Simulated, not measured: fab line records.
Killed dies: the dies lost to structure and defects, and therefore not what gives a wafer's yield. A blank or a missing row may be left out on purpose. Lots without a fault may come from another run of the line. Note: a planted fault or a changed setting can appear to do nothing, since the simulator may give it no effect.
The tool behind it: which one?	flow n5_finfet	12 lots, 36 wafers sampled, at 1 step of a route of 1938

## WHAT THE GAUGES READ, wafer by wafer
N5_BEOL_M15_OVL_MEAS_29.
lot	measured	on	M15_OVL (nm)
L077	day 15 11:56	overlay-02	-3 -5 3
L076	day 15 18:46	overlay-01	-8 -14 -10
L080	day 16 14:25	overlay-02	1 6 5
L079	day 17 04:55	overlay-02	-13 -6 -10
L081	day 18 01:33	overlay-01	-2 -1 -3
L084	day 18 08:04	overlay-01	7 7 -7
L085	day 18 21:52	overlay-02	-7 -11 -6
L087	day 19 17:37	overlay-02	-5 -14 0
L091	day 19 20:29	overlay-02	-6 0 -12
L092	day 20 09:47	overlay-02	-5 -14 -14
L093	day 20 16:33	overlay-02	6 -5 -4
L097	day 21 05:03	overlay-02	-9 -11 -11

## WHAT TOOL EACH LOT RAN ON (gives the tool, then ch and the chambers of the sampled wafers, and finally the start)
Before these readings, the record contains no process step.

## THE ANSWER, worked out from the rows above alone
Rule: the usual values come from the lots themselves. The widest of any qualifying gaps counts: lots, ordered by their means at a reading, are off when they make up no more than a third of the lots, leave a main group of 4 or more, and stand apart from it by 3 or more times the standard deviation of that group's means. The tables above print the reading to a certain number of digits; a main group whose means all agree to those digits is not used. A lot without any number at a reading at which 4 lots or more have one is off too. Any other lot the step has rows for is counted as sound.
No lot is off on any of the readings shown, so nothing can be concluded from this.

## WHAT THE SIMULATOR PUT IN
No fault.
